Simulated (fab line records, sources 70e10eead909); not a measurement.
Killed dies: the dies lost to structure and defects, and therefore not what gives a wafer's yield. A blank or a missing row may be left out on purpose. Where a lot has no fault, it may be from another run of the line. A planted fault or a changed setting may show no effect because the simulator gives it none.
Which tool did it? :: flow nandHarc :: 12 lots with 36 wafers sampled at 6 steps, on a route of 1302 steps

WHAT THE GAUGES READ, wafer by wafer
NHARC_END_SORT_01. Usual: defectLimitedYield is 90.3 % with standard deviation 3, killedAtArray is 60 with standard deviation 21, killedAtOther is 1.0 with standard deviation 1.2, killedAtPeriphery is 4.2 with standard deviation 2.8, killedDies is 65 with standard deviation 20, killedOpen is 3.1 with standard deviation 1.8, and killedShort is 2.6 with standard deviation 1.6.
lot: L395
measured: day 25 04:47
on: prober-01
defectLimitedYield (%): 88.6 85.1 85.7
killedAtArray: 76 98 94
killedAtOther: 1 2 1
killedAtPeriphery: 0 1 2
killedDies: 77 101 97
killedOpen: 4 5 2
killedShort: 1 1 5
flag: 

TOOL THAT RAN EACH LOT (tool first, then ch and the chambers of the sampled wafers, then the start)
lot: L393
NHARC_P_M2_DESCUM_14: rieDiel-02 ch 0,2, day 7 00:39
NHARC_P_M2_ETCH_35: rieDiel-02 ch 0,2, day 7 00:44
NHARC_P_M2_ECD_22: ecdCu-01 ch 0,1, day 7 02:07
NHARC_P_M2_CMP_23: cmp-02 ch 0,2, day 7 02:44
NHARC_P_BONDPAD_CMP_32: cmp-02 ch 0,1,2, day 7 04:23

lot: L394
NHARC_P_M2_DESCUM_14: rieDiel-02 ch 0,2,3, day 7 04:17
NHARC_P_M2_ETCH_35: rieDiel-02 ch 0,1, day 7 04:22
NHARC_P_M2_ECD_22: ecdCu-02 ch 0,1, day 7 05:47
NHARC_P_M2_CMP_23: cmp-03 ch 0,2,3, day 7 06:29
NHARC_P_BONDPAD_CMP_32: cmp-02 ch 1,2, day 7 08:24

lot: L395
NHARC_P_M2_DESCUM_14: rieDiel-11 ch 0,1,2, day 7 21:00
NHARC_P_M2_ETCH_35: rieDiel-11 ch 0,1,3, day 7 21:05
NHARC_P_M2_ECD_22: ecdCu-02 ch 0,1, day 7 22:23
NHARC_P_M2_CMP_23: cmp-02 ch 1,2,3, day 7 23:08
NHARC_P_BONDPAD_CMP_32: cmp-02 ch 1,2,3, day 8 00:34

lot: L396
NHARC_P_M2_DESCUM_14: rieDiel-02 ch 1,2,3, day 8 04:15
NHARC_P_M2_ETCH_35: rieDiel-02 ch 0,1,2, day 8 04:20
NHARC_P_M2_ECD_22: ecdCu-01 ch 0,1, day 8 05:45
NHARC_P_M2_CMP_23: cmp-02 ch 0,2,3, day 8 06:28
NHARC_P_BONDPAD_CMP_32: cmp-04 ch 0,1,2, day 8 07:54

lot: L405
NHARC_P_M2_DESCUM_14: rieDiel-03 ch 0,1, day 11 17:22
NHARC_P_M2_ETCH_35: rieDiel-03 ch 0,1, day 11 17:28
NHARC_P_M2_ECD_22: ecdCu-02 ch 1, day 11 18:47
NHARC_P_M2_CMP_23: cmp-02 ch 1,2, day 11 19:32
NHARC_P_BONDPAD_CMP_32: cmp-01 ch 0,3, day 11 20:57

lot: L408
NHARC_P_M2_DESCUM_14: rieDiel-02 ch 1,3, day 13 01:01
NHARC_P_M2_ETCH_35: rieDiel-02 ch 0,2,3, day 13 01:06
NHARC_P_M2_ECD_22: ecdCu-01 ch 0,1, day 13 02:24
NHARC_P_M2_CMP_23: cmp-03 ch 1,2,3, day 13 03:09
NHARC_P_BONDPAD_CMP_32: cmp-02 ch 0,1,2, day 13 04:37

lot: L410
NHARC_P_M2_DESCUM_14: rieDiel-02 ch 0,1,2, day 14 01:26
NHARC_P_M2_ETCH_35: rieDiel-02 ch 0,1,2, day 14 01:30
NHARC_P_M2_ECD_22: ecdCu-01 ch 0,1, day 14 02:56
NHARC_P_M2_CMP_23: cmp-02 ch 0,1,3, day 14 03:35
NHARC_P_BONDPAD_CMP_32: cmp-04 ch 0,1,2, day 14 05:01

lot: L411
NHARC_P_M2_DESCUM_14: rieDiel-02 ch 1,2,3, day 14 11:56
NHARC_P_M2_ETCH_35: rieDiel-02 ch 0,1,3, day 14 12:01
NHARC_P_M2_ECD_22: ecdCu-01 ch 0,1, day 14 13:25
NHARC_P_M2_CMP_23: cmp-03 ch 1,2, day 14 14:02
NHARC_P_BONDPAD_CMP_32: cmp-01 ch 0,2,3, day 14 15:33

lot: L412
NHARC_P_M2_DESCUM_14: rieDiel-02 ch 0,1,3, day 14 13:17
NHARC_P_M2_ETCH_35: rieDiel-02 ch 1,2,3, day 14 13:22
NHARC_P_M2_ECD_22: ecdCu-02 ch 0,1, day 14 14:40
NHARC_P_M2_CMP_23: cmp-03 ch 0,1,3, day 14 15:23
NHARC_P_BONDPAD_CMP_32: cmp-01 ch 0,1,2, day 14 16:50

lot: L413
NHARC_P_M2_DESCUM_14: rieDiel-03 ch 0,1,3, day 15 07:14
NHARC_P_M2_ETCH_35: rieDiel-03 ch 0,1,2, day 15 07:19
NHARC_P_M2_ECD_22: ecdCu-01 ch 0,1, day 15 08:40
NHARC_P_M2_CMP_23: cmp-03 ch 0,1,2, day 15 09:25
NHARC_P_BONDPAD_CMP_32: cmp-02 ch 1,2,3, day 15 10:50

lot: L414
NHARC_P_M2_DESCUM_14: rieDiel-11 ch 2,3, day 15 12:34
NHARC_P_M2_ETCH_35: rieDiel-11 ch 1,2, day 15 12:38
NHARC_P_M2_ECD_22: ecdCu-01 ch 0,1, day 15 13:56
NHARC_P_M2_CMP_23: cmp-03 ch 1,2, day 15 14:41
NHARC_P_BONDPAD_CMP_32: cmp-04 ch 2,3, day 15 16:05

lot: L415
NHARC_P_M2_DESCUM_14: rieDiel-11 ch 0,2, day 15 22:05
NHARC_P_M2_ETCH_35: rieDiel-11 ch 1,3, day 15 22:11
NHARC_P_M2_ECD_22: ecdCu-02 ch 0,1, day 15 23:32
NHARC_P_M2_CMP_23: cmp-02 ch 0,1,2, day 16 00:20
NHARC_P_BONDPAD_CMP_32: cmp-04 ch 0,1, day 16 01:44
- NHARC_P_M2_DESCUM_14: chemistry O2, time 3 s.
- NHARC_P_M2_ETCH_35: etches the open film in N2/H2, target depth 40 nm, overetch 12 nm, time 43.94 s.
- NHARC_P_M2_ECD_22: material Cu, target thk 400 nm.
- NHARC_P_M2_CMP_23: polishes, t overpolish 20 s, target thk 144.3 nm.
- NHARC_P_BONDPAD_CMP_32: polishes SiCN, target thk 200 nm.

AS READ BY THE TOOLS THEMSELVES (means over the sampled wafers that have a number; for cases with no such wafer, the mark the record gives instead)
NHARC_P_M2_DESCUM_14. Usual: drypumpMotorCurrentA 5.95 A, standard deviation 0.28; oesProductAu 0.998 a.u., standard deviation 0.008; rfVppV 58.1 V, standard deviation 0.87; showerheadPlenumPTorr 1.99 Torr, standard deviation 0.063; throttleValvePct 11.310 %, standard deviation 0.0092.
lot: L393
tool: rieDiel-02
drypumpMotorCurrentA (A): 5.93
oesProductAu (a.u.): 0.998
rfVppV (V): 58.6
showerheadPlenumPTorr (Torr): 1.99
throttleValvePct (%): 11.308
flag: 

lot: L394
tool: rieDiel-02
drypumpMotorCurrentA (A): 5.96
oesProductAu (a.u.): 0.996
rfVppV (V): 58.0
showerheadPlenumPTorr (Torr): 2.01
throttleValvePct (%): 11.307
flag: 

lot: L395
tool: rieDiel-11
drypumpMotorCurrentA (A): 5.96
oesProductAu (a.u.): 0.997
rfVppV (V): 58.5
showerheadPlenumPTorr (Torr): 2.01
throttleValvePct (%): 11.301
flag: 

lot: L396
tool: rieDiel-02
drypumpMotorCurrentA (A): 6.16
oesProductAu (a.u.): 1.000
rfVppV (V): 59.2
showerheadPlenumPTorr (Torr): 2.04
throttleValvePct (%): 11.314
flag: 

lot: L405
tool: rieDiel-03
drypumpMotorCurrentA (A): 5.60
oesProductAu (a.u.): 1.004
rfVppV (V): 57.3
showerheadPlenumPTorr (Torr): 1.92
throttleValvePct (%): 11.307
flag: 

lot: L408
tool: rieDiel-02
drypumpMotorCurrentA (A): 6.22
oesProductAu (a.u.): 0.993
rfVppV (V): 58.5
showerheadPlenumPTorr (Torr): 2.05
throttleValvePct (%): 11.318
flag: 

lot: L410
tool: rieDiel-02
drypumpMotorCurrentA (A): 6.05
oesProductAu (a.u.): 0.999
rfVppV (V): 58.0
showerheadPlenumPTorr (Torr): 1.99
throttleValvePct (%): 11.296
flag: 

lot: L411
tool: rieDiel-02
drypumpMotorCurrentA (A): 6.15
oesProductAu (a.u.): 0.991
rfVppV (V): 58.4
showerheadPlenumPTorr (Torr): 2.03
throttleValvePct (%): 11.305
flag: 

lot: L412
tool: rieDiel-02
drypumpMotorCurrentA (A): 6.12
oesProductAu (a.u.): 0.992
rfVppV (V): 58.3
showerheadPlenumPTorr (Torr): 2.01
throttleValvePct (%): 11.315
flag: 

lot: L413
tool: rieDiel-03
drypumpMotorCurrentA (A): 5.36
oesProductAu (a.u.): 1.015
rfVppV (V): 57.7
showerheadPlenumPTorr (Torr): 1.94
throttleValvePct (%): 11.314
flag: 

lot: L414
tool: rieDiel-11
drypumpMotorCurrentA (A): 5.85
oesProductAu (a.u.): 1.003
rfVppV (V): 58.0
showerheadPlenumPTorr (Torr): 1.94
throttleValvePct (%): 11.308
flag: 

lot: L415
tool: rieDiel-11
drypumpMotorCurrentA (A): 5.78
oesProductAu (a.u.): 0.990
rfVppV (V): 57.5
showerheadPlenumPTorr (Torr): 2.02
throttleValvePct (%): 11.307
flag: 

NHARC_P_M2_ETCH_35. Usual: drypumpMotorCurrentA 5.96 A, standard deviation 0.28; n2FlowSccm 150.1 sccm, standard deviation 0.41; oesProductAu 0.999 a.u., standard deviation 0.0073; rfVppV 432.9 V, standard deviation 2; showerheadPlenumPTorr 2.12 Torr, standard deviation 0.068; throttleValvePct 14.172 %, standard deviation 0.0091.
lot: L393
tool: rieDiel-02
drypumpMotorCurrentA (A): 5.85
n2FlowSccm (sccm): 150.5
oesProductAu (a.u.): 0.990
rfVppV (V): 431.9
showerheadPlenumPTorr (Torr): 2.10
throttleValvePct (%): 14.169
flag: 

lot: L394
tool: rieDiel-02
drypumpMotorCurrentA (A): 6.19
n2FlowSccm (sccm): 149.6
oesProductAu (a.u.): 1.000
rfVppV (V): 432.8
showerheadPlenumPTorr (Torr): 2.14
throttleValvePct (%): 14.178
flag: 

lot: L395
tool: rieDiel-11
drypumpMotorCurrentA (A): 5.96
n2FlowSccm (sccm): 150.0
oesProductAu (a.u.): 1.005
rfVppV (V): 431.8
showerheadPlenumPTorr (Torr): 2.09
throttleValvePct (%): 14.176
flag: 

lot: L396
tool: rieDiel-02
drypumpMotorCurrentA (A): 6.07
n2FlowSccm (sccm): 150.1
oesProductAu (a.u.): 0.998
rfVppV (V): 433.4
showerheadPlenumPTorr (Torr): 2.13
throttleValvePct (%): 14.179
flag: 

lot: L405
tool: rieDiel-03
drypumpMotorCurrentA (A): 5.59
n2FlowSccm (sccm): 149.7
oesProductAu (a.u.): 1.005
rfVppV (V): 430.5
showerheadPlenumPTorr (Torr): 2.05
throttleValvePct (%): 14.169
flag: 

lot: L408
tool: rieDiel-02
drypumpMotorCurrentA (A): 5.97
n2FlowSccm (sccm): 150.0
oesProductAu (a.u.): 0.993
rfVppV (V): 432.2
showerheadPlenumPTorr (Torr): 2.14
throttleValvePct (%): 14.168
flag: 

lot: L410
tool: rieDiel-02
drypumpMotorCurrentA (A): 6.04
n2FlowSccm (sccm): 149.9
oesProductAu (a.u.): 1.001
rfVppV (V): 433.2
showerheadPlenumPTorr (Torr): 2.13
throttleValvePct (%): 14.158
flag: 

lot: L411
tool: rieDiel-02
drypumpMotorCurrentA (A): 6.09
n2FlowSccm (sccm): 150.4
oesProductAu (a.u.): 1.002
rfVppV (V): 434.0
showerheadPlenumPTorr (Torr): 2.14
throttleValvePct (%): 14.168
flag: 

lot: L412
tool: rieDiel-02
drypumpMotorCurrentA (A): 6.18
n2FlowSccm (sccm): 149.8
oesProductAu (a.u.): 0.998
rfVppV (V): 433.2
showerheadPlenumPTorr (Torr): 2.17
throttleValvePct (%): 14.164
flag: 

lot: L413
tool: rieDiel-03
drypumpMotorCurrentA (A): 5.76
n2FlowSccm (sccm): 150.2
oesProductAu (a.u.): 0.999
rfVppV (V): 431.1
showerheadPlenumPTorr (Torr): 2.06
throttleValvePct (%): 14.173
flag: 

lot: L414
tool: rieDiel-11
drypumpMotorCurrentA (A): 5.89
n2FlowSccm (sccm): 149.9
oesProductAu (a.u.): 0.996
rfVppV (V): 433.5
showerheadPlenumPTorr (Torr): 2.16
throttleValvePct (%): 14.182
flag: 

lot: L415
tool: rieDiel-11
drypumpMotorCurrentA (A): 6.06
n2FlowSccm (sccm): 150.2
oesProductAu (a.u.): 1.011
rfVppV (V): 431.4
showerheadPlenumPTorr (Torr): 2.09
throttleValvePct (%): 14.168
flag: 

NHARC_P_M2_CMP_23. Usual: motorCurrentA 12.3 A, standard deviation 0.68; timeToEndpointS 29.2 s, standard deviation 2.1.
lot: L393
tool: cmp-02
motorCurrentA (A): 12.1
timeToEndpointS (s): 29.3
flag: 

lot: L394
tool: cmp-03
motorCurrentA (A): 12.4
timeToEndpointS (s): 33.3
flag: 

lot: L395
tool: cmp-02
motorCurrentA (A): 12.4
timeToEndpointS (s): 31.2
flag: 

lot: L396
tool: cmp-02
motorCurrentA (A): 12.3
timeToEndpointS (s): 28.6
flag: 

lot: L405
tool: cmp-02
motorCurrentA (A): 12.1
timeToEndpointS (s): 17.9
flag: OFF

lot: L408
tool: cmp-03
motorCurrentA (A): 12.4
timeToEndpointS (s): 29.6
flag: 

lot: L410
tool: cmp-02
motorCurrentA (A): 12.4
timeToEndpointS (s): 29.6
flag: 

lot: L411
tool: cmp-03
motorCurrentA (A): 12.8
timeToEndpointS (s): 29.9
flag: 

lot: L412
tool: cmp-03
motorCurrentA (A): 12.1
timeToEndpointS (s): 32.0
flag: 

lot: L413
tool: cmp-03
motorCurrentA (A): 13.0
timeToEndpointS (s): 29.4
flag: 

lot: L414
tool: cmp-03
motorCurrentA (A): 12.9
timeToEndpointS (s): 28.6
flag: 

lot: L415
tool: cmp-02
motorCurrentA (A): 12.1
timeToEndpointS (s): 28.3
flag: 

NHARC_P_BONDPAD_CMP_32. Usual: motorCurrentA 12.1 A, standard deviation 0.8.
lot: L393
tool: cmp-02
motorCurrentA (A): 12.2
flag: 

lot: L394
tool: cmp-02
motorCurrentA (A): 11.9
flag: 

lot: L395
tool: cmp-02
motorCurrentA (A): 12.6
flag: 

lot: L396
tool: cmp-04
motorCurrentA (A): 11.1
flag: 

lot: L405
tool: cmp-01
motorCurrentA (A): 12.0
flag: 

lot: L408
tool: cmp-02
motorCurrentA (A): 12.3
flag: 

lot: L410
tool: cmp-04
motorCurrentA (A): 11.2
flag: 

lot: L411
tool: cmp-01
motorCurrentA (A): 12.6
flag: 

lot: L412
tool: cmp-01
motorCurrentA (A): 12.8
flag: 

lot: L413
tool: cmp-02
motorCurrentA (A): 12.2
flag: 

lot: L414
tool: cmp-04
motorCurrentA (A): 11.6
flag: 

lot: L415
tool: cmp-04
motorCurrentA (A): 11.6
flag: 

THE ANSWER, worked out from the rows above alone
Rule: take the mean of a lot's wafers that have a number; if it is more than 3 standard deviations from the usual mean, the lot is off. Also off: a lot with no number at a reading for which 4 or more lots have one. Where the step has rows for the other lots, those lots are counted as sound. After the gauges, taken in route order, come the tools' own readings; for these a lot's mean is taken, as printed above. The first step at which some lot is off is used, and at that step the reading that is off furthest; a lot without a number counts as furthest.
Off: L405 (NHARC_P_M2_CMP_23, timeToEndpointS).
A tool fits if, at that step or a process step before it, it ran every lot that is off, and no sound lot after the first of them. Of those tried, none fits.

WHAT WAS PUT IN BY THE SIMULATOR
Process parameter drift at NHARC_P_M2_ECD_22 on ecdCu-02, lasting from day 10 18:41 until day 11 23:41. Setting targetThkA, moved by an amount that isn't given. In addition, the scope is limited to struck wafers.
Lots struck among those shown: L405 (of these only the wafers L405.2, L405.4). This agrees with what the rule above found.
